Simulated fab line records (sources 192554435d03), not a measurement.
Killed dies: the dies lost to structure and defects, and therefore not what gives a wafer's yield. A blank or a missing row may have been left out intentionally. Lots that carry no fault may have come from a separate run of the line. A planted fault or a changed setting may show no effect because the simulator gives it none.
A struck lot beside a sound one / flow n5-finfet / 14 out of 1938 route steps
Sound: the wafers L954.1, L954.5, L954.6. Struck: wafer L962.2. (L962.3, L962.5 of the same lot were not struck and are left out.) The cause comes at the end.
Order at every step that has rows: each side's tool, ch and its chambers, its first start. Under that, the readings that differ: sound wafers / struck wafers / difference of the means / sigmas: that difference in standard deviations of wafers without a fault.
alike: words and numbers the same on both sides, and readings whose means are apart by under 2 such deviations; not compared: readings that were withheld, readings missing a value for some wafer, numbers with overlapping values and no deviation given by the record, and bounds like >300 which may hide the same value.
The two part at a step that has a row with sigmas, a row that says differs or no value, or rows on one side only. When numbers do not overlap yet have no deviation, they are printed without sigmas and do not part them. Lack of a reading on every wafer of one side parts them only where that side has two or more wafers.

first, 7 steps without rows for these wafers: N5_BEOL_M5_COAT_71 (time 60 s, resist thk 5 nm); N5_BEOL_M5_COAT_05 (resist thk 30 nm); N5_BEOL_M5_EBR_07; N5_BEOL_M5_SOFTBAKE_06 (time 60 s); N5_BEOL_M5_EXPOSE_08 (exposes mask M5, target cd 28 nm); N5_BEOL_M5_PEB_09 (peb time 60 s); N5_BEOL_M5_DEVELOP_10 (develop time 30 s).
N5_BEOL_M5_CD_MEAS_11: target cd 27.74 nm.
  sound on cd-sem-03 ch 0, day 10 14:25; struck on cd-sem-02 ch 0, day 12 03:47
  alike: cd-nm
N5_BEOL_M5_OVL_MEAS_12:
  sound on overlay-01 ch 0, day 10 14:26; struck on overlay-02 ch 0, day 12 03:50
  alike: M5_OVL
N5_BEOL_M5_INSPECT_13: inspects for defects (brightfield).
  sound: defect-inspect-02 at day 10 14:30; struck: defect-inspect-01 at day 12 03:53
  alike: raw-defect-count
N5_BEOL_M5_DESCUM_16: chemistry O2, time 7 s.
  sound on rie-diel-05 ch 0,2, day 10 14:32; struck on rie-diel-02 ch 3, day 12 03:55
reading=bias-power-w (W); sound=20.12 19.99 20.08; struck=19.90; difference=-0.16; sigmas=-3
  alike: drypump-motor-current-A, o2-flow-sccm, oes-product-au, rf-vpp-V, showerhead-plenum-p-Torr, throttle-valve-pct
  not compared: rf-hours-counter-h
N5_BEOL_M5_ETCH_72: etches underlayer in N2/H2, target depth 6.5 nm, time 5.2 s.
  sound on rie-diel-05 ch 0,2, day 10 14:35; struck on rie-diel-02 ch 3, day 12 03:57
  alike: drypump-motor-current-A, etch-rf-on-time-s, n2-flow-sccm, oes-product-au, rf-vpp-V, showerhead-plenum-p-Torr, throttle-valve-pct
  not compared: rf-hours-counter-h
N5_BEOL_M5_ETCH_61: etches SiARC in CF4, target depth 15.6 nm, time 26 s.
  sound on rie-diel-05 ch 0,2, day 10 14:37; struck on rie-diel-02 ch 3, day 12 03:58
reading=etch-rf-on-time-s (s); sound=25.9 25.9 26.9; struck=15.7; difference=-10.5; sigmas=-26
  alike: drypump-motor-current-A, oes-product-au, rf-vpp-V, showerhead-plenum-p-Torr, throttle-valve-pct
  not compared: rf-hours-counter-h
N5_BEOL_M5_ETCH_62: etches SOC in N2/H2, target depth 75 nm, overetch 15 nm, time 112.5 s.
  sound on rie-diel-05 ch 0,2, day 10 14:39; struck on rie-diel-02 ch 3, day 12 04:00
  alike: drypump-motor-current-A, n2-flow-sccm, oes-product-au, rf-vpp-V, showerhead-plenum-p-Torr, throttle-valve-pct
  not compared: rf-hours-counter-h

WHERE THEY PART
Last at N5_BEOL_M5_ETCH_61 as far as this record goes, first at N5_BEOL_M5_DESCUM_16. Later steps at which nothing parts them and some readings are alike: N5_BEOL_M5_ETCH_62.

WHY: whatever the simulator had introduced
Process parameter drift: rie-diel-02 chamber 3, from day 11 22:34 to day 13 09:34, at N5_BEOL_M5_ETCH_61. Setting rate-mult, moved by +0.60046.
